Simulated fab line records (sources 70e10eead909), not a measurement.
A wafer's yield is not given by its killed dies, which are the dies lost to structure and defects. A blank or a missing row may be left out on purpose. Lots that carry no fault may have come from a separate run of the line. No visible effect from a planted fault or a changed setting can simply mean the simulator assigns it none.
A lot that was struck, set against a sound lot ; flow nand harc ; 16 out of 1302 route steps
Sound: wafers L598.1, L598.2, L598.5. Struck: wafer L611.3 (left out: L611.2, a lot-mate that was not struck); the cause follows at the end.
Each step with rows lists, per side, the tool, then ch with its chambers, then its first start. Under that, the readings that differ: sound wafers ; struck wafers ; difference of the means ; sigmas: that difference in standard deviations of wafers without a fault.
alike: readings with means less than 2 such deviations apart, plus words and numbers identical on both sides. not compared: withheld readings, readings lacking a value on some wafer, bounds such as >300 that could conceal the same value, and numbers that have no deviation in the record and whose values overlap.
A row with sigmas, a row that says differs or no value, or rows on one side alone: a step with any of these is where the two part. Non-overlapping numbers with no deviation appear without sigmas and do not part them. A reading missing from all wafers of one side parts the sides only when that side holds two or more wafers.

NHARC_P_M0_OVL_MEAS_10: pitch 180 nm.
  sound on overlay-01 at day 8 09:58; struck on overlay-01 at day 13 20:56
  alike: overlay x nm, overlay y nm
NHARC_P_M0_INSPECT_11:
  sound on defect inspect-01 at day 8 10:01; struck on defect inspect-02 at day 13 20:58
  alike: raw defect count
NHARC_P_M0_DESCUM_14: chemistry O2, time 3 s.
  sound on rie diel-13 ch 1,2, day 8 10:05; struck on rie diel-10 ch 1, day 13 21:01
reading;sound;struck;difference;sigmas
rf vpp V (V);57.3 56.8 57.2;59.2;+2.1;+2
  alike: drypump motor current A, mfc ar sccm, oes product au, showerhead plenum p Torr, throttle valve pct
  not compared: rf hours counter h
NHARC_P_M0_ETCH_34: etches the open film in N2/H2, target depth 40 nm, overetch 12 nm, time 43.94 s.
  sound on rie diel-13 ch 0,1,2, day 8 10:09; struck on rie diel-10 ch 3, day 13 21:07
  alike: drypump motor current A, mfc ar sccm, oes product au, rf fwd power W, rf vpp V, showerhead plenum p Torr, throttle valve pct
  not compared: rf hours counter h
then, 1 step without rows for these wafers: NHARC_P_M0_ETCH_15 (etches the open film in C4F8/Ar, target depth 150 nm, overetch 15 nm, time 82.5 s).
NHARC_P_M0_CD_MEAS_16:
  sound on cd sem-03 at day 8 10:22; struck on cd sem-03 at day 13 21:19
  alike: cd nm
then, 4 steps without rows for these wafers: NHARC_P_M0_STRIP_18 (strips in N2/H2); NHARC_P_M0_STRIP_19 (strips in post etch residue remover, time 600 s); NHARC_P_M0_DEGAS_28 (time 60 s); NHARC_P_M0_PRE_CLEAN_29 (time 30 s).
NHARC_P_M0_PVD_20: deposits TaN, target thk 5 nm, time 8.06 s.
  sound on pvd sputter-01; struck on pvd sputter-01
  alike: throttle valve pct
NHARC_P_M0_PVD_21: deposits Cu, target thk 30 nm, time 20.49 s.
  sound on pvd sputter-01; struck on pvd sputter-03, day 13 22:13
  alike: throttle valve pct
NHARC_P_M0_ECD_22: material Cu, target thk 400 nm.
  sound on ecd cu-01 ch 0,1, day 8 11:21; struck on ecd cu-02 ch 0,1, day 13 22:19
NHARC_P_M0_ANNEAL_30: time 90 s.
  sound on rtp anneal-01 ch 0, day 8 11:44; struck on rtp anneal-01 ch 0, day 13 22:45
  alike: anneal temp c, anneal temp c max, wafer_temp_C_max
NHARC_P_M0_CMP_23: polishes, t overpolish 20 s, target thk 117.54 nm.
  sound on cmp-04 ch 1,2,3, day 8 12:08; struck on cmp-04 ch 0, day 13 23:04
reading;sound;struck;difference;sigmas
time to endpoint s (s);29.4 33.7 31.1;39.2;+7.8;+3
  alike: motor current A
NHARC_P_M0_THK_MEAS_24: measures by xrf.
  sound on film metro-02 at day 8 12:23; struck on film metro-01 at day 13 23:22
  alike: thk nm

## WHERE THEY PART
Last at NHARC_P_M0_CMP_23 as far as this record goes, first at NHARC_P_M0_DESCUM_14. Later steps at which nothing parts them and some readings are alike: NHARC_P_M0_THK_MEAS_24.

WHY: whatever the simulator had introduced
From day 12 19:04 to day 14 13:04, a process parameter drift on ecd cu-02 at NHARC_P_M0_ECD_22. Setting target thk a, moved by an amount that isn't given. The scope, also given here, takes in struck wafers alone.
